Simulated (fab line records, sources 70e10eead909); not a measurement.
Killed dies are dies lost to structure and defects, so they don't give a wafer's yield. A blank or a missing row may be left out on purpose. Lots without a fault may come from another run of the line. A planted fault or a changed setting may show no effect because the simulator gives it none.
fab line records | flow nand_harc
record lots=6 wafers=18 last_day=34
route steps=1302 shown A_CHANNEL_HOLE_D1@489 A_CHANNEL_FILL_D1@490 A_DECK1_JOINT@518 END@1302
lots that met no fault: from a run of the same line without faults
start_h: hours from the record's first day to the start of the lot's first wafer shown | wait_h: hours since the lot's step before | " the same as in the row above | L1.1+2: a row that stands for several wafers | - no value, or no start given | * or withheld: withheld | < > ~ a bound
route shown NAME@n: a module of which the file shows steps, and the number in the route of the first | usual: mean/standard deviation of fault-free wafers | same: alike in all rows | chamber/n: place in a boat | sites: the reading at each site | _std_site: their standard deviation | _edge_site: outer sites' mean less inner sites' | radius_mm: how far each site lies from the wafer's centre | mask NAME#n: copy n | behind: the tool/chamber that last shaped the wafer | hold: why the lot was held/for how many hours/how that ended | device: the transistor (n, p or np) that didn't switch | end of line: the same wafers' tests at the end of the route | a step without rows: its recipe alone | killed: dies lost to structure and defects at the first sort, not the wafer's yield | map: a wafer's dies, x killed, . not, _ none there
set.NAME: the setting as run; set.NAME@STEP: as run at that earlier step | model.NAME: the simulator's own value behind a step, which no gauge read
lots at some steps of the route; a table a step, a row a wafer
services: from which hour (start_h, from the record's first day; less than 0 if before it) a tool's chamber was out of use, for how many hours, and why
## steps
# step NHARC_A_CHANNEL_HOLE_D1_INSPECT_40
# usual raw_defect_count=77/29
# columns lot.wafer tool chamber start_h wait_h raw_defect_count
L387.4 defect_inspect-02 - 184.11 - 106
L387.5 " - " " 85
L387.6 " - " " 91
L392.2 defect_inspect-02 - 230.83 - 93
L392.3 " - " " 86
L392.4 " - " " 87
L393.2 defect_inspect-01 - 250.40 - 95
L393.3 " - " " 78
L393.6 " - " " 70
L400.4 defect_inspect-01 - 314.47 - 122
L400.5 " - " " 138
L400.6 " - " " 122
L401.1 defect_inspect-01 - 334.49 - 91
L401.4 " - " " 89
L401.6 " - " " 99
L410.3 defect_inspect-02 - 423.05 - 47
L410.5 " - " " 25
L410.6 " - " " 57
# step NHARC_A_CHANNEL_FILL_D1_PRECLEAN_00
# recipe time_s=* temp_c=50 bath_age_min=0 chemistry=SC1
# step NHARC_A_CHANNEL_FILL_D1_SRD_01
# step NHARC_A_CHANNEL_FILL_D1_ALD_02
# recipe target_thk_a=60 pulse_time_s=10 ald_cycles=60 temp_c=300 material=SiO2
# step NHARC_A_CHANNEL_FILL_D1_ALD_03
# recipe target_thk_a=60 pulse_time_s=60 ald_cycles=58 temp_c=630 pressure_torr=2 material=SiNx
# step NHARC_A_CHANNEL_FILL_D1_ALD_14
# recipe target_thk_a=25 pulse_time_s=10 ald_cycles=25 temp_c=300 material=SiO2
# usual heater_power_w=463/56 precursor_pulse_height_rel=0.997/0.02
# columns lot.wafer tool chamber start_h wait_h heater_power_w precursor_pulse_height_rel
L387.4 ald_hk-03 1 191.40 0.1 367 0.971
L387.6 " 3 " " 469 1.024
L387.5 " 0 " " 437 0.994
L392.4 ald_hk-01 3 238.56 0.1 361 1.003
L392.2 " 0 " " 475 0.978
L392.3 " 1 " " 515 1.009
L393.3 ald_hk-02 0 258.32 0.0 508 0.981
L393.2 " 1 " " 457 0.997
L393.6 " 0 " " 507 0.986
L400.4 ald_hk-01 3 321.78 0.2 381 0.992
L400.6 " 0 " " 493 0.994
L400.5 " 1 " " 521 0.961
L401.4 ald_hk-02 0 341.64 0.0 511 1.027
L401.1 " 3 " " 465 0.979
L401.6 " 1 " " 457 1.019
L410.3 ald_hk-01 0 430.40 0.1 494 1.016
L410.5 " 2 " " 509 0.999
L410.6 " 3 " " 390 1.008
# step NHARC_A_CHANNEL_FILL_D1_ALD_15
# recipe target_thk_a=20 pulse_time_s=60 ald_cycles=19 temp_c=630 pressure_torr=2 material=SiNx
# usual precursor_pulse_height_rel=0.998/0.02
# columns lot.wafer tool chamber start_h wait_h precursor_pulse_height_rel
L387.4 ald_sin_batch-02 0 - - 0.994
L387.5 " 0 " " 0.974
L387.6 " 0 " " 0.986
L392.2 ald_sin_batch-02 0 241.84 3.1 0.997
L392.3 " 0 " " 0.977
L392.4 " 0 " " 1.004
L393.2 ald_sin_batch-01 0 - - 1.006
L393.3 " 0 " " 0.990
L393.6 " 0 " " 1.036
L400.4 ald_sin_batch-03 0 - - 1.030
L400.5 " 0 " " 1.020
L400.6 " 0 " " 0.999
L401.1 ald_sin_batch-02 0 - - 0.993
L401.4 " 0 " " 1.016
L401.6 " 0 " " 0.999
L410.3 ald_sin_batch-01 0 - - 1.000
L410.5 " 0 " " 1.033
L410.6 " 0 " " 1.007
# step NHARC_A_CHANNEL_FILL_D1_ALD_16
# recipe target_thk_a=15 pulse_time_s=10 ald_cycles=15 temp_c=300 material=SiO2
# step NHARC_A_CHANNEL_FILL_D1_ANNEAL_17
# recipe temp_c=850 time_s=1800
# step NHARC_A_CHANNEL_FILL_D1_CVD_18
# recipe target_thk_a=30 temp_c=550 material=poly-Si
# step NHARC_A_CHANNEL_FILL_D1_ETCHBACK_19
# recipe target_depth_a=50 time_s=1.7 hbr_flow_sccm=150 cl2_flow_sccm=50 rf_w=400 icp_w=400 bias_w=100 chemistry=HBr/Cl2
# step NHARC_A_CHANNEL_FILL_D1_ETCHBACK_20
# recipe target_depth_a=270 time_s=13.5 c4f8_flow_sccm=withheld o2_flow_sccm=8 ar_flow_sccm=withheld rf_w=600 bias_w=1500 chemistry=C4F8/O2/Ar
# step NHARC_A_CHANNEL_FILL_D1_STRIP_28
# recipe time_s=20 o2_flow_sccm=500 ar_flow_sccm=0 bias_w=0 chemistry=O2
# usual drypump_motor_current_A=5.5/0.32 oes_product_au=0.996/0.0078 rf_vpp_V=57.7/0.92 showerhead_plenum_p_Torr=3.49/0.15 throttle_valve_pct=17.037/0.0095
# columns lot.wafer tool chamber start_h wait_h drypump_motor_current_A oes_product_au rf_hours_counter_h rf_vpp_V showerhead_plenum_p_Torr throttle_valve_pct
L387.4 rie_diel-09 2 208.55 0.1 5.5 0.993 2.6 58.0 3.31 17.048
L387.6 " 2 " " 5.5 0.990 - 58.8 3.31 17.036
L387.5 " 3 " " 6.0 0.998 - 56.6 3.33 17.027
L392.3 rie_diel-09 1 256.12 0.1 5.5 1.016 6.6 58.4 3.38 17.041
L392.2 " 0 " " 5.7 1.002 6.7 57.1 3.52 17.027
L392.4 " 3 " " 6.0 1.008 - 59.2 3.33 17.044
L393.2 rie_diel-13 1 277.90 0.1 6.8 1.007 4.1 59.2 3.65 17.031
L393.3 " 2 " " 5.6 1.000 4.4 56.6 3.45 17.031
L393.6 " 0 " " 5.8 1.003 - 58.4 3.34 17.026
L400.4 rie_diel-05 1 340.59 0.1 5.2 1.004 5.5 57.2 3.32 17.036
L400.5 " 3 " " 5.4 1.004 - 56.4 3.47 17.029
L400.6 " 0 " " 5.0 1.010 - 58.9 3.76 17.050
L401.4 rie_diel-05 3 357.16 0.1 5.4 0.990 5.2 58.6 3.47 17.035
L401.1 " 0 " " 5.0 0.995 6.8 58.7 3.76 17.050
L401.6 " 2 " " 5.6 0.993 - 59.0 3.57 17.019
L410.3 rie_diel-05 0 447.67 0.1 5.0 0.990 1.6 58.4 3.75 17.041
L410.5 " 2 " " 5.6 0.993 - 57.5 3.56 17.035
L410.6 " 3 " " 5.4 0.994 - 57.9 3.47 17.041
# step NHARC_A_CHANNEL_FILL_D1_PRECLEAN_21
# recipe time_s=30 chemistry=dHF
# step NHARC_A_CHANNEL_FILL_D1_SRD_23
# step NHARC_A_CHANNEL_FILL_D1_CVD_05
# recipe target_thk_a=50 temp_c=550 material=poly-Si
# step NHARC_A_CHANNEL_FILL_D1_ANNEAL_22
# recipe temp_c=620 time_s=7200
# step NHARC_A_CHANNEL_FILL_D1_ALD_25
# recipe target_thk_a=600 pulse_time_s=10 ald_cycles=600 temp_c=300 material=SiOx
# step NHARC_A_CHANNEL_FILL_D1_ETCHBACK_08
# recipe target_depth_a=2200 time_s=110 c4f8_flow_sccm=20 ar_flow_sccm=withheld rf_w=600 bias_w=300 chemistry=C4F8
# usual oes_product_au=0.96/0.036 rf_fwd_power_W=596.3/2.1 rf_vpp_V=440.0/2.8
# columns lot.wafer tool chamber start_h wait_h oes_product_au rf_fwd_power_W rf_hours_counter_h rf_vpp_V
L387.4 rie_diel-13 2 - - 0.98 595.3 2 440.0
L387.6 " 2 " " 0.97 596.4 - 441.0
L387.5 " 3 " " 0.96 595.6 - 443.6
L392.4 rie_diel-05 3 - - 0.98 595.8 2 439.7
L392.3 " 0 " " 1.00 596.4 2 444.3
L392.2 " 2 " " 0.99 592.7 2 442.3
L393.3 rie_diel-09 2 - - 0.92 594.7 8 436.1
L393.2 " 3 " " 0.93 597.0 10 436.0
L393.6 " 0 " " 0.93 596.1 - 440.7
L400.4 rie_diel-09 2 - - 0.96 598.2 2 436.8
L400.5 " 3 " " 0.96 594.8 - 437.6
L400.6 " 0 " " 0.99 596.0 - 441.2
L401.1 rie_diel-09 0 - - 1.00 596.7 2 441.6
L401.4 " 2 " " 1.00 595.2 3 436.7
L401.6 " 1 " " 1.01 593.6 - 438.6
L410.3 rie_diel-09 3 - - 0.92 596.4 8 437.1
L410.5 " 0 " " 0.92 597.7 - 440.4
L410.6 " 1 " " 0.93 594.8 - 438.7
# step NHARC_A_CHANNEL_FILL_D1_STRIP_29
# recipe time_s=20 o2_flow_sccm=500 ar_flow_sccm=0 bias_w=0 chemistry=O2
# usual drypump_motor_current_A=5.6/0.45 oes_product_au=1.000/0.0084 rf_vpp_V=57.6/0.94 showerhead_plenum_p_Torr=3.48/0.15 throttle_valve_pct=17.036/0.0083
# columns lot.wafer tool chamber start_h wait_h drypump_motor_current_A oes_product_au rf_hours_counter_h rf_vpp_V showerhead_plenum_p_Torr throttle_valve_pct
L387.4 rie_diel-13 2 - - 5.6 1.004 2 56.8 3.45 17.036
L387.5 " 1 " " 6.8 1.020 - 56.3 3.65 17.037
L387.6 " 2 " " 5.6 1.009 - 58.1 3.45 17.044
L392.2 rie_diel-05 3 - - 5.4 0.994 2 57.7 3.47 17.040
L392.4 " 0 " " 5.0 0.998 2 57.3 3.76 17.051
L392.3 " 2 " " 5.5 0.987 2 56.3 3.57 17.027
L393.3 rie_diel-09 0 - - 5.6 0.998 10 58.4 3.52 17.046
L393.2 " 1 " " 5.5 0.999 10 56.4 3.38 17.047
L393.6 " 0 " " 5.6 0.990 - 56.6 3.52 17.040
L400.4 rie_diel-09 3 - - 6.0 0.994 2 57.5 3.32 17.024
L400.5 " 1 " " 5.5 0.994 - 58.0 3.37 17.049
L400.6 " 2 " " 5.5 0.983 - 56.8 3.30 17.032
L401.1 rie_diel-09 3 - - 6.0 0.987 2 57.8 3.32 17.040
L401.4 " 0 " " 5.7 0.993 2 57.4 3.52 17.030
L401.6 " 3 " " 6.0 0.992 - 57.0 3.32 17.038
L410.3 rie_diel-09 3 - - 6.0 0.982 8 56.7 3.32 17.032
L410.6 " 3 " " 6.0 0.997 - 56.4 3.32 17.026
L410.5 " 0 " " 5.7 0.997 - 56.8 3.51 17.034
# step NHARC_A_CHANNEL_FILL_D1_PRECLEAN_30
# recipe time_s=30 chemistry=dHF
# step NHARC_A_CHANNEL_FILL_D1_SRD_31
# step NHARC_A_CHANNEL_FILL_D1_CVD_09
# recipe target_thk_a=1500 temp_c=620 pressure_mtorr=200 time_s=3000 material=poly-Si
# step NHARC_A_CHANNEL_FILL_D1_CMP_10
# recipe target_thk_nm=150
# step NHARC_A_CHANNEL_FILL_D1_SRD_12
# step NHARC_A_DECK1_JOINT_ETCHBACK_07
# recipe target_depth_a=1050 time_s=26.9 hbr_flow_sccm=150 rf_w=350 icp_w=350 bias_w=60 chemistry=HBr
# step NHARC_A_DECK1_JOINT_ETCH_25
# recipe target_depth_a=5 chemistry=dHF material=SiO2
# step NHARC_A_DECK1_JOINT_ETCH_19
# recipe temp_c=25 target_depth_a=30 chemistry=TMAH material=poly-Si
# step NHARC_A_DECK1_JOINT_ETCH_18
# recipe target_depth_a=30 chemistry=dHF material=SiO2
# step NHARC_A_DECK1_JOINT_WET_08
# recipe temp_c=160 time_s=86 chemistry=H3PO4
# step NHARC_A_DECK1_JOINT_ETCH_09
# recipe target_depth_a=50 chemistry=dHF material=SiO2
# step NHARC_A_DECK1_JOINT_WET_10
# recipe temp_c=160 time_s=86 chemistry=H3PO4
# step NHARC_A_DECK1_JOINT_ETCH_11
# recipe target_depth_a=350 chemistry=dHF material=SiO2
# step NHARC_A_DECK1_JOINT_CVD_12
# recipe target_thk_a=900 temp_c=620 pressure_mtorr=200 time_s=1800 material=poly-Si
# step NHARC_A_DECK1_JOINT_CMP_13
# recipe target_thk_nm=51.023
# step NHARC_A_DECK1_JOINT_THK_MEAS_14
# recipe thk_meas_gauge=ellipsometry
# usual thk_nm=50.9/1.3
# columns lot.wafer tool chamber start_h wait_h thk_nm
L387.4 film_metro-02 - 242.80 0.2 51.6
L387.5 " - " " 51.6
L387.6 " - " " 51.1
L392.2 film_metro-01 - 291.96 0.2 53.0
L392.3 " - " " 51.1
L392.4 " - " " 49.1
L393.2 film_metro-01 - 317.14 0.2 48.2
L393.3 " - " " 46.5
L393.6 " - " " 48.6
L400.4 film_metro-01 - 377.29 0.2 52.0
L400.5 " - " " 53.1
L400.6 " - " " 53.5
L401.1 film_metro-02 - 391.04 0.2 49.3
L401.4 " - " " 50.1
L401.6 " - " " 50.1
L410.3 film_metro-01 - 485.28 0.2 51.1
L410.5 " - " " 50.6
L410.6 " - " " 50.7
# step NHARC_A_DECK1_JOINT_SRD_04
# step NHARC_A_DECK1_JOINT_ETCHBACK_00
# recipe target_depth_a=300 time_s=17.4 hbr_flow_sccm=150 rf_w=350 icp_w=350 bias_w=60 chemistry=HBr
# usual drypump_motor_current_A=6.0/0.41 oes_product_au=0.999/0.0072 rf_fwd_power_W=342.7/1.6 throttle_valve_pct=23.267/0.0094
# columns lot.wafer tool chamber start_h wait_h drypump_motor_current_A oes_product_au rf_fwd_power_W rf_hours_counter_h throttle_valve_pct
L387.4 rie_si-06 2 242.95 0.1 6.0 1.003 342.9 0.9 23.258
L387.5 " 0 " " 5.8 0.996 341.8 - 23.280
L387.6 " 1 " " 6.1 0.996 344.2 - 23.280
L392.2 rie_si-06 1 292.08 0.1 6.1 1.000 344.5 0.2 23.261
L392.3 " 2 " " 6.0 1.005 341.4 0.3 23.276
L392.4 " 0 " " 5.8 1.000 342.1 0.2 23.287
L393.3 rie_si-03 3 317.27 0.1 6.3 0.985 342.1 0.5 23.280
L393.2 " 2 " " 6.1 0.993 343.5 0.5 23.273
L393.6 " 3 " " 6.3 0.990 343.3 - 23.265
L400.4 rie_si-03 1 377.41 0.1 5.3 0.999 341.8 0.8 23.271
L400.6 " 1 " " 5.3 0.985 342.2 - 23.264
L400.5 " 2 " " 6.1 1.002 342.3 - 23.281
L401.4 rie_si-03 3 391.17 0.1 6.3 1.001 343.3 0.9 23.259
L401.1 " 0 " " 6.7 0.998 341.1 0.9 23.272
L401.6 " 0 " " 6.6 1.006 341.1 - 23.266
L410.3 rie_si-06 1 485.44 0.1 6.1 1.002 344.2 0.2 23.270
L410.6 " 2 " " 6.0 0.997 342.2 - 23.259
L410.5 " 3 " " 5.8 1.003 343.0 - 23.270
# step NHARC_END_SORT_01
# recipe temp_c=25
# usual killed_at_array=63/18 killed_at_other=1.1/1.3 killed_at_periphery=4.3/2.8 killed_dies=68/18 killed_open=3.3/2 killed_short=2.4/1.6
# same gross_dies=677
# columns lot.wafer tool chamber start_h wait_h killed_at_array killed_at_other killed_at_periphery killed_dies killed_open killed_short
L400.5 prober-02 0 747.89 3.7 141 1 8 150 1 3
L401.4 prober-01 0 762.64 3.4 152 0 2 154 1 2
# killed by level:class
L400.5 A_CHANNEL_FILL_D1:unspecified=82 A_CHANNEL_HOLE_D1:chamber_film_flake=30 A_CHANNEL_HOLE_D2:chamber_film_flake=18 A_CONTACT:chamber_film_flake=6 P_GATE:chamber_film_flake=4 P_STI:chamber_film_flake=3 P_GATE:geometric_particle:open=1 A_ONON_D1:geometric_particle:short=1
L401.4 A_CHANNEL_FILL_D1:unspecified=79 A_SLIT:chamber_film_flake=38 A_CHANNEL_HOLE_D1:chamber_film_flake=25 A_ZERO_WELL:chamber_film_flake=2 A_CONTACT:chamber_film_flake=2 A_STAIRCASE:chamber_film_flake=2 P_GATE:geometric_particle:open=1 A_ONON_D1:geometric_particle:short=1
# map L400.5 (x killed, . not)
____________.____________
_________......._________
_______..........x_______
______.............______
_____....x.........x_____
____.................____
____...x.x.......xxx.____
___.......x...xxxxxxx.___
___........x.....xx.x.___
__.....x..x......xxx.x.__
__.....x.x.......xxxx.x__
_....x....x......xxxxx.._
_......xxx........xxxx.._
_......xx..............._
_......x.x........xx..x._
_......xx...........xx.._
.........................
.........................
...............x.........
.............x.xxxx.xx...
..............xxxx.x.....
_............xxxxxxx...._
_...........xxxxxxxx...._
_.....x....x.xxxxxxx...._
_...x.......xxxxxxxx...._
_............xxxxxx....._
__..x.......xxxxxxxxx..__
__..........xxxxxxxx...__
___x........xxxxxxx...___
___..x........xxxxx...___
____x.........xxxx...____
____...........xx....____
_____.x............._____
______.............______
_______..........._______
_________......._________
____________.____________
# map L401.4 (x killed, . not)
____________.____________
_________......._________
_______..........._______
______.............______
_____..............._____
____...x.............____
____....x............____
___..xx..x............___
___...x.x.............___
__...x.x.x.x...x.......__
__..x..xxxx..x.........__
_....xxxxx.x............_
_....xxxxx.............._
_....x.xx..............._
_.......xx.x............_
_....xx.x..............._
.....x...x...............
.......x........x.....x..
.x......x......x.....xx..
..............xxxx..x....
..........x.xxxxxxxx.....
_............xxxxxxxx.x._
_...........xxxxxxxxxxx._
_..........xxxxxxxxxx..x_
_...........xxxxxxxx.xx._
_..........xxxxxxxxxxxx._
__..........xxxxxxxxx..__
__..........xxxxxxx.x..__
___..........xxxxxxxx.___
___..........xxxxxx...___
____..........x.xx.xx____
____.............x...____
_____..............._____
______...........x.______
_______..........._______
_________.....x._________
____________.____________
## services
# columns tool chamber start_h hours kind
rie_si-03 - 178.31 0.3 repair
rie_si-03 3 188.31 38.8 repair
rie_si-06 2 204.70 3.6 repair
rie_si-03 - 221.00 9.0 pm
rie_diel-05 - 229.60 9.0 pm
ald_hk-01 - 233.38 0.6 repair
rie_diel-09 - 237.45 0.4 repair
rie_diel-13 3 239.38 8.2 repair
rie_diel-09 2 242.79 21.3 repair
rie_si-06 - 249.00 9.0 pm
rie_diel-13 2 252.45 1.2 repair
rie_diel-13 0 254.60 7.8 repair
rie_si-03 0 255.82 17.9 repair
ald_sin_batch-02 - 266.17 26.0 pm
rie_diel-05 2 309.21 7.6 repair
rie_diel-05 3 315.07 21.7 repair
rie_diel-09 - 320.10 9.0 pm
rie_diel-05 2 323.63 7.3 repair
rie_diel-09 1 402.61 9.5 repair
rie_diel-05 - 406.60 9.0 pm
rie_diel-09 2 415.15 5.6 repair
rie_diel-09 3 427.78 7.3 repair
rie_diel-05 3 462.90 9.0 repair
rie_diel-09 1 476.72 6.7 repair
## key
first_sign step=NHARC_END_SORT_01 reading=killed_at_array direction=up sigmas=4.7 usual=63 struck=146
effect step=NHARC_END_SORT_01 reading=killed_dies direction=up sigmas=4.7 usual=68 struck=152
more_kills_born_at NHARC_A_CHANNEL_FILL_D1_STRIP_28@rie_diel-05=161
met_at NHARC_A_CHANNEL_FILL_D1_STRIP_28
struck_wafers L400.5,L401.4
tester_left_out L400,L401
fault kind=chamber_particle_source tool=rie_diel-05 chamber=3 onset_h=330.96 steps=NHARC_A_CHANNEL_FILL_D1_STRIP_28 rate_per_visit_cm2=0.74728 end_h=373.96
# tester_left_out: of these lots the tester's yield and bins aren't shown, on N5 and GAA mostly nor the transistor test; their killed dies are dies lost to structure and defects alone, not to doping, threshold or leakage, so they don't give the yield
